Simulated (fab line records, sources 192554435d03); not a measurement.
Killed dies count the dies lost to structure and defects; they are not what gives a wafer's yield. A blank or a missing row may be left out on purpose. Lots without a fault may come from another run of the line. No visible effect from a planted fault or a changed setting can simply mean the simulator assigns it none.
Split-lot study :: flow n5-finfet :: 21 wafers read from 7 lots, route of 1938 steps

ON THE SPLIT
At N5_BEOL_M13_EXPOSE_25 (exposes mask M13, target cd 210 nm), the setting dose-mj was moved away from the recipe's 22 on 6 of the 21 wafers read, by -4.0% to +6.6%. For the rest of the wafers, this setting stayed at what the recipe calls for.

FROM THE SPLIT TO THE READING: what the file shows between them, 3 steps
- N5_BEOL_M13_PEB_26: peb time 90 s
- N5_BEOL_M13_DEVELOP_27: develop time 45 s
- N5_BEOL_M13_HARDBAKE_32: time 120 s

THE READING
cd-nm at N5_BEOL_M13_CD_MEAS_28, given in nm (cd target 209.5 nm). Typical for fault-free wafers on this fab line: 209.2 nm, with standard deviation 1.3 nm.

wafer: L078.1
tool, chamber at the split: krf-scanner-02, 0
dose-mj as run: 22
against the recipe: recipe
cd-nm, nm: 210.9
against lot-mates on the recipe: -

wafer: L078.2
tool, chamber at the split: krf-scanner-02, 0
dose-mj as run: 21.12
against the recipe: -4.0%
cd-nm, nm: 204.5
against lot-mates on the recipe: -6.4

wafer: L078.6
tool, chamber at the split: krf-scanner-02, 0
dose-mj as run: 21.12
against the recipe: -4.0%
cd-nm, nm: 206.1
against lot-mates on the recipe: -4.8

wafer: L080.1
tool, chamber at the split: krf-scanner-02, 0
dose-mj as run: 22
against the recipe: recipe
cd-nm, nm: 210.1
against lot-mates on the recipe: -

wafer: L080.2
tool, chamber at the split: krf-scanner-02, 0
dose-mj as run: 22
against the recipe: recipe
cd-nm, nm: 210.7
against lot-mates on the recipe: -

wafer: L080.6
tool, chamber at the split: krf-scanner-02, 0
dose-mj as run: 22
against the recipe: recipe
cd-nm, nm: 210.2
against lot-mates on the recipe: -

wafer: L092.1
tool, chamber at the split: krf-scanner-02, 0
dose-mj as run: 23.46
against the recipe: +6.6%
cd-nm, nm: 217.1
against lot-mates on the recipe: +8.0

wafer: L092.3
tool, chamber at the split: krf-scanner-02, 0
dose-mj as run: 23.46
against the recipe: +6.6%
cd-nm, nm: 215.8
against lot-mates on the recipe: +6.7

wafer: L092.4
tool, chamber at the split: krf-scanner-02, 0
dose-mj as run: 22
against the recipe: recipe
cd-nm, nm: 209.1
against lot-mates on the recipe: -

wafer: L093.2
tool, chamber at the split: krf-scanner-02, 0
dose-mj as run: 21.22
against the recipe: -3.5%
cd-nm, nm: 206.7
against lot-mates on the recipe: -2.1

wafer: L093.5
tool, chamber at the split: krf-scanner-02, 0
dose-mj as run: 22
against the recipe: recipe
cd-nm, nm: 208.8
against lot-mates on the recipe: -

wafer: L093.6
tool, chamber at the split: krf-scanner-02, 0
dose-mj as run: 21.22
against the recipe: -3.5%
cd-nm, nm: 205.5
against lot-mates on the recipe: -3.3

wafer: L094.3
tool, chamber at the split: krf-scanner-01, 0
dose-mj as run: 22
against the recipe: recipe
cd-nm, nm: 208.5
against lot-mates on the recipe: -

wafer: L094.4
tool, chamber at the split: krf-scanner-01, 0
dose-mj as run: 22
against the recipe: recipe
cd-nm, nm: 208.6
against lot-mates on the recipe: -

wafer: L094.5
tool, chamber at the split: krf-scanner-01, 0
dose-mj as run: 22
against the recipe: recipe
cd-nm, nm: 207.8
against lot-mates on the recipe: -

wafer: L096.1
tool, chamber at the split: krf-scanner-01, 0
dose-mj as run: 22
against the recipe: recipe
cd-nm, nm: 209.5
against lot-mates on the recipe: -

wafer: L096.5
tool, chamber at the split: krf-scanner-01, 0
dose-mj as run: 22
against the recipe: recipe
cd-nm, nm: 209.4
against lot-mates on the recipe: -

wafer: L096.6
tool, chamber at the split: krf-scanner-01, 0
dose-mj as run: 22
against the recipe: recipe
cd-nm, nm: 208.9
against lot-mates on the recipe: -

wafer: L097.2
tool, chamber at the split: krf-scanner-01, 0
dose-mj as run: 22
against the recipe: recipe
cd-nm, nm: 208.3
against lot-mates on the recipe: -

wafer: L097.4
tool, chamber at the split: krf-scanner-01, 0
dose-mj as run: 22
against the recipe: recipe
cd-nm, nm: 210.6
against lot-mates on the recipe: -

wafer: L097.5
tool, chamber at the split: krf-scanner-01, 0
dose-mj as run: 22
against the recipe: recipe
cd-nm, nm: 209.9
against lot-mates on the recipe: -

THE FIT
A straight line over all 21 wafers: cd-nm changes by +1.03 nm for each +1% of dose-mj; r = +0.95; the points scatter about the line by 0.91 nm.
The same after taking each lot's own level away (the mean of its wafers on the recipe; 21 wafers): +1.11 nm for each +1%; r = +0.97; scatter 0.8 nm.
Per that fit: largest dose-mj move, reading shift of 7.4 nm.
Across the lots, their own levels run from 208.30 to 210.90 nm, a range of 2.0 times the standard deviation given above.
Consequently the slope shifts little with the lot-to-lot level, the two slopes agreeing.
Check: for one of the wafers moved furthest among these (+6.6%), held out of the fit, the line's prediction against its lot-mates is +7.04 nm. Against them it came out at +8 nm.

OTHER SPLITS APPLIED TO THESE WAFERS
Before the reading, these wafers also passed through other splits. Each is held against what the fit with the lots' levels taken away leaves over:
other split on the same wafers: N5_BEOL_M10_VIA_ETCH_34 bias-w
wafers away from the commonest value: 5
r with cd-nm (lot level and that fit taken away): +0.24

other split on the same wafers: N5_BEOL_M10_TRENCH_ETCH_37 bias-w
wafers away from the commonest value: 5
r with cd-nm (lot level and that fit taken away): -0.29

other split on the same wafers: N5_BEOL_M11_COAT_59 spin-rpm
wafers away from the commonest value: 6
r with cd-nm (lot level and that fit taken away): +0.41

other split on the same wafers: N5_BEOL_M11_EXPOSE_08 dose-mj
wafers away from the commonest value: 8
r with cd-nm (lot level and that fit taken away): -0.21

other split on the same wafers: N5_BEOL_M13_COAT_65 spin-rpm
wafers away from the commonest value: 11
r with cd-nm (lot level and that fit taken away): +0.40

THE WHOLE CHAIN: every reading that the file lists as answering this split, in the file's order
step: N5_BEOL_M13_CD_MEAS_28
what it does: target cd 209.5 nm
reading: cd-nm
change (the file's fit): +1.11 nm for each +1% of the setting
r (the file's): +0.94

step: N5_BEOL_M13_DESCUM_33
what it does: chemistry O2, time 7.9 s
reading: BEOL_M13.cd-nm (the simulator's own value, which no gauge read)
change (the file's fit): +1.09 nm for each +1% of the setting
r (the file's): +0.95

step: N5_BEOL_M13_ETCH_67
what it does: etches SiARC in CF4, target depth 143 nm, time 238.3 s
reading: BEOL_M13.cd-nm (the simulator's own value, which no gauge read)
change (the file's fit): +1.24 nm for each +1% of the setting
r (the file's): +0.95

FILE'S OWN FIT
cd-nm changes by +1.11 nm for each +1% of dose-mj, r = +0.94.
